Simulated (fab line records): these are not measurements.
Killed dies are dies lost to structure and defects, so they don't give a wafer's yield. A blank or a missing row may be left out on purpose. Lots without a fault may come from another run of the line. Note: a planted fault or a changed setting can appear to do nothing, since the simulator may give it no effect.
Matching of chambers / flow n5_finfet / N5_BEOL_M8_ETCH_66 on rie_diel-01: 4 sister chambers
The step etches SOC in N2/H2, target depth 80 nm, overetch 16 nm, time 120 s. 14 wafers are shown with their chamber, then 7 later ones without.

== EACH WAFER AND ITS CHAMBER ==
wafer=L077.1; chamber=2; drypump_motor_current_A (A)=6.4; showerhead_plenum_p_Torr (Torr)=2.70; oes_product_au (a.u.)=0.64
wafer=L077.3; chamber=0; drypump_motor_current_A (A)=5.0; showerhead_plenum_p_Torr (Torr)=2.49; oes_product_au (a.u.)=0.55
wafer=L077.5; chamber=0; drypump_motor_current_A (A)=4.9; showerhead_plenum_p_Torr (Torr)=2.49; oes_product_au (a.u.)=0.55
wafer=L083.1; chamber=1; drypump_motor_current_A (A)=5.3; showerhead_plenum_p_Torr (Torr)=2.49; oes_product_au (a.u.)=0.69
wafer=L083.5; chamber=3; drypump_motor_current_A (A)=4.9; showerhead_plenum_p_Torr (Torr)=2.69; oes_product_au (a.u.)=0.63
wafer=L083.6; chamber=2; drypump_motor_current_A (A)=6.4; showerhead_plenum_p_Torr (Torr)=2.70; oes_product_au (a.u.)=0.63
wafer=L085.1; chamber=2; drypump_motor_current_A (A)=6.4; showerhead_plenum_p_Torr (Torr)=2.70; oes_product_au (a.u.)=0.63
wafer=L085.2; chamber=3; drypump_motor_current_A (A)=4.9; showerhead_plenum_p_Torr (Torr)=2.69; oes_product_au (a.u.)=0.61
wafer=L085.6; chamber=3; drypump_motor_current_A (A)=4.9; showerhead_plenum_p_Torr (Torr)=2.69; oes_product_au (a.u.)=0.62
wafer=L089.1; chamber=0; drypump_motor_current_A (A)=4.9; showerhead_plenum_p_Torr (Torr)=2.49; oes_product_au (a.u.)=0.53
wafer=L089.3; chamber=2; drypump_motor_current_A (A)=6.4; showerhead_plenum_p_Torr (Torr)=2.69; oes_product_au (a.u.)=0.63
wafer=L089.4; chamber=3; drypump_motor_current_A (A)=4.9; showerhead_plenum_p_Torr (Torr)=2.68; oes_product_au (a.u.)=0.61
wafer=L092.2; chamber=3; drypump_motor_current_A (A)=4.9; showerhead_plenum_p_Torr (Torr)=2.68; oes_product_au (a.u.)=0.61
wafer=L092.5; chamber=1; drypump_motor_current_A (A)=5.3; showerhead_plenum_p_Torr (Torr)=2.49; oes_product_au (a.u.)=0.68

SIGNATURES, as means of the wafers listed above
reading=drypump_motor_current_A; chamber 0=4.933; chamber 1=5.300; chamber 2=6.400; chamber 3=4.900; scatter within a chamber=0.0258
reading=showerhead_plenum_p_Torr; chamber 0=2.4900; chamber 1=2.4900; chamber 2=2.6975; chamber 3=2.6860; scatter within a chamber=0.00442
reading=oes_product_au; chamber 0=0.5433; chamber 1=0.6850; chamber 2=0.6325; chamber 3=0.6160; scatter within a chamber=0.00844
Rule: for each reading, subtract the chamber's mean from the wafer's reading, divide by that reading's scatter and square the result; add these up over the readings and take the root, which gives the wafer's distance from the chamber. If the next closest chamber is less than 2 further off than the closest, the wafer can't be placed; otherwise it belongs to the closest. The scatter: the root of (the sum of the squares of (reading less its chamber's mean) over the shown wafers, divided by (wafers less chambers)).

== WAFERS WITH NO CHAMBER GIVEN ==
wafer=L092.6; drypump_motor_current_A (A)=6.4; showerhead_plenum_p_Torr (Torr)=2.69; oes_product_au (a.u.)=0.62
wafer=L091.3; drypump_motor_current_A (A)=6.4; showerhead_plenum_p_Torr (Torr)=2.69; oes_product_au (a.u.)=0.62
wafer=L091.5; drypump_motor_current_A (A)=5.3; showerhead_plenum_p_Torr (Torr)=2.48; oes_product_au (a.u.)=0.67
wafer=L091.6; drypump_motor_current_A (A)=4.9; showerhead_plenum_p_Torr (Torr)=2.48; oes_product_au (a.u.)=0.53
wafer=L096.1; drypump_motor_current_A (A)=4.9; showerhead_plenum_p_Torr (Torr)=2.48; oes_product_au (a.u.)=0.53
wafer=L096.3; drypump_motor_current_A (A)=4.9; showerhead_plenum_p_Torr (Torr)=2.67; oes_product_au (a.u.)=0.60
wafer=L096.5; drypump_motor_current_A (A)=4.9; showerhead_plenum_p_Torr (Torr)=2.48; oes_product_au (a.u.)=0.53

== WHICH CHAMBER EACH ONE RAN IN ==
wafer=L092.6; from the rows above=2; in truth=2
wafer=L091.3; from the rows above=2; in truth=2
wafer=L091.5; from the rows above=1; in truth=1
wafer=L091.6; from the rows above=0; in truth=0
wafer=L096.1; from the rows above=0; in truth=0
wafer=L096.3; from the rows above=3; in truth=3
wafer=L096.5; from the rows above=0; in truth=0
Correctly placed: 7 of 7. Number that these rows cannot place: 0. Placed wrongly: 0.
